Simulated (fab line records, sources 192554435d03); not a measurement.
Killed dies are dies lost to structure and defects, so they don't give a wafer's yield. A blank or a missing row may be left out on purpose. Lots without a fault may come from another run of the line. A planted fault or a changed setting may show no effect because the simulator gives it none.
Problem report in the 8D (eight disciplines) form, filled by code | flow n5_finfet | the parts of the form that need people (team, actions taken, sign-off) are left out

1. THE PROBLEM
run_length_s at N5_BEOL_M10_VIA_ETCH_34 reads a mean of 99.0 s on 3 wafers of 3 lots; wafers without a fault read 92.6 s with a standard deviation of 0.42. That is +15 standard deviations from the usual mean.
The step: etches SiCOH lowk in C4F6/O2, target depth 184.5 nm, time 69.2 s.
First seen on wafer L666.2, day 14 16:35, on rie_diel-05. The record holds 30 wafers of 10 lots with a number at this step. Rule for "out", or "out of limits": more than 4 standard deviations from the usual mean. The other wafers with a number count as sound.

2. WHAT IT IS AND WHAT IT IS NOT
question                    | is                     | is not
which readings at this step | run_length_s           | drypump_motor_current_A, oes_product_au, rf_vpp_V, showerhead_plenum_p_Torr, throttle_valve_pct
which lots                  | L666, L667, L669       | L652, L655, L660, L662, L663, L670, L675
which wafers of those lots  | L666.2, L667.2, L669.4 | L666.1, L666.5, L667.1, L667.5, L669.3, L669.5
read on which tools         | rie_diel-05            | rie_diel-02, rie_diel-04
when                        | from day 14 16:35      | up to then (17 sound wafers); but 10 sound wafers of L667, L669, L670, L675 came after

3. SUSPECTS, AND WHAT RULES EACH OUT
Counting: a tool at a process step up to the reading stays a suspect if it ran every lot that is out. Sound lots after the first of them don't rule it out here, since some wafers of a struck lot are sound.
- rie_diel-05 at N5_BEOL_M10_ETCH_65 (etches SiARC in CF4, target depth 39 nm, time 65 s): kept. It ran every lot that is out, first L666 (day 14 16:25); its last sound lot up to then is L663 (day 14 11:31).
- rie_diel-05 at N5_BEOL_M10_VIA_ETCH_34 (etches SiCOH lowk in C4F6/O2, target depth 184.5 nm, time 69.2 s): kept. It ran every lot that is out, first L666 (day 14 16:35); its last sound lot up to then is L663 (day 14 11:42). Its own readings are out on those wafers: run_length_s.
Left after counting: rie_diel-05 at N5_BEOL_M10_ETCH_65, rie_diel-05 at N5_BEOL_M10_VIA_ETCH_34.

4. THE CAUSE (what the simulator had put in)
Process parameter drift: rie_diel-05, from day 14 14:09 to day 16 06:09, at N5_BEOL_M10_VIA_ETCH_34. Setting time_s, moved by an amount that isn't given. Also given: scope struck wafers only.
Counting left 2 suspects, and this tool is among them.

5. THE CHAIN OF EFFECTS, in route order
Each row: a reading whose mean over the struck wafers that have a number lies more than 3 standard deviations from the usual. Only readings for which the record gives a usual standard deviation are gone through. hours: the time from each lot's start at the first step in this table that gives one to its start at this step, as a median over the lots. sigmas: the change in usual standard deviations.
hours | step                    | reading      | usual  | on struck wafers | change | sigmas
0     | N5_BEOL_M10_VIA_ETCH_34 | run_length_s | 92.6 s | 99.0             | +6.4   | +15
The process steps in it:
- N5_BEOL_M10_VIA_ETCH_34: etches SiCOH lowk in C4F6/O2, target depth 184.5 nm, time 69.2 s.

6. WHAT WOULD HAVE CAUGHT IT SOONER
In this record the first reading out of limits was taken at day 14 16:35, 2 hours after the fault began at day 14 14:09.
